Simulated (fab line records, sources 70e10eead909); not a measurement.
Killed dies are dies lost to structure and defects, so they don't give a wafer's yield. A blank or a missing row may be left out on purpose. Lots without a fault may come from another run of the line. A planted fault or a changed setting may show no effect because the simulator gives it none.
Tool commonality check | flow nand_harc | 14 lots, 42 wafers sampled

WHY IT WAS OPENED
At NHARC_A_ONON_D1_THK_MEAS_24 the reading thk_nm is flagged on 2 of 14 lots. Wafers without a fault read 998 nm, standard deviation 9.5.
Rule: a lot is flagged when every wafer of it that has a number lies more than 4 standard deviations from that mean, or none has a number. The other lots count as sound.

lot  | measured     | on            | thk_nm (nm), wafer by wafer | flag
L380 | day 8 00:29  | film_metro-02 | 998 998 998                 |
L379 | day 8 00:29  | film_metro-01 | 1003 1004 1004              |
L382 | day 8 18:13  | film_metro-01 | 1006 1007 1006              |
L384 | day 8 18:13  | film_metro-02 | 1001 1001 1000              |
L383 | day 9 03:27  | film_metro-01 | 1003 1003 1004              |
L386 | day 9 19:08  | film_metro-02 | 1004 1002 1002              |
L385 | day 9 19:09  | film_metro-01 | 1004 1004 1005              |
L389 | day 10 15:50 | film_metro-02 | 996 999 997                 |
L393 | day 11 21:55 | film_metro-02 | 995 997 998                 |
L391 | day 11 22:11 | film_metro-02 | 409 408 411                 | FLAGGED
L395 | day 12 08:13 | film_metro-02 | 388 389 386                 | FLAGGED
L397 | day 12 08:13 | film_metro-01 | 978 979 978                 |
L398 | day 12 17:56 | film_metro-02 | 989 989 991                 |
L400 | day 13 08:57 | film_metro-02 | 988 989 989                 |
The numbers of the flagged lots are 398 nm on average: -600 nm against the usual, or -63 standard deviations.

WHICH TOOL RAN EACH LOT
The record holds 1 process step before the reading, out of a route of 1159 steps. In each cell: the tool, then ch and the chambers that the sampled wafers went through, then the start.
lot  | flag    | NHARC_A_ONON_D1_DEP_22
L380 |         | pecvd_onon-02 ch 0, day 7 23:58
L379 |         | pecvd_onon-03 ch 0, day 7 23:59
L382 |         | pecvd_onon-03 ch 0, day 8 17:43
L384 |         | pecvd_onon-02 ch 0, day 8 17:46
L383 |         | pecvd_onon-01 ch 0, day 9 03:04
L386 |         | pecvd_onon-01 ch 0, day 9 18:44
L385 |         | pecvd_onon-03 ch 0, day 9 18:41
L389 |         | pecvd_onon-01 ch 0, day 10 15:20
L393 |         | pecvd_onon-01 ch 0, day 11 21:23
L391 | FLAGGED | pecvd_onon-03 ch 0, day 11 21:41
L395 | FLAGGED | pecvd_onon-03 ch 0, day 12 07:43
L397 |         | pecvd_onon-02 ch 0, day 12 07:43
L398 |         | pecvd_onon-01 ch 0, day 12 17:25
L400 |         | pecvd_onon-01 ch 0, day 13 08:34
What these steps do:
- NHARC_A_ONON_D1_DEP_22: target thk 1000 nm.
- NHARC_A_ONON_D1_THK_MEAS_24: measures by ellipsometry.

FLAGGED OVER TOTAL, TOOL BY TOOL (the gauges that took the reading come last)
step                        | tool          | lots run | flagged | share of the flagged lots | sound lots run after its first flagged lot
NHARC_A_ONON_D1_DEP_22      | pecvd_onon-01 | 6        | 0       | none                      | -
NHARC_A_ONON_D1_DEP_22      | pecvd_onon-02 | 3        | 0       | none                      | -
NHARC_A_ONON_D1_DEP_22      | pecvd_onon-03 | 5        | 2       | all                       | 0
NHARC_A_ONON_D1_THK_MEAS_24 | film_metro-01 | 5        | 0       | none                      | -
NHARC_A_ONON_D1_THK_MEAS_24 | film_metro-02 | 9        | 2       | all                       | 2 (L398,L400)

WHAT THE TABLE ALLOWS
2 rows of the table ran every flagged lot: pecvd_onon-03 at NHARC_A_ONON_D1_DEP_22, film_metro-02 at NHARC_A_ONON_D1_THK_MEAS_24.
- pecvd_onon-03 at NHARC_A_ONON_D1_DEP_22: 2 of its 5 lots flagged. Its last sound lot is L385 (day 9 18:41), its first flagged lot L391 (day 11 21:41): a fault that began between those two fits.
- film_metro-02 at NHARC_A_ONON_D1_THK_MEAS_24: 2 of its 9 lots flagged. Sound lots ran on it after the first flagged one (L398, L400), which a lasting fault on the whole tool wouldn't allow.
One tool is left: pecvd_onon-03 at NHARC_A_ONON_D1_DEP_22.

WHAT THE SIMULATOR HAD PUT IN
Process parameter drift: pecvd_onon-03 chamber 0, from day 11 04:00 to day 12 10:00, at NHARC_A_ONON_D1_DEP_22. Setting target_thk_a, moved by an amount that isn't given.
Lots struck among those shown: L391, L395. The rule above found the same.
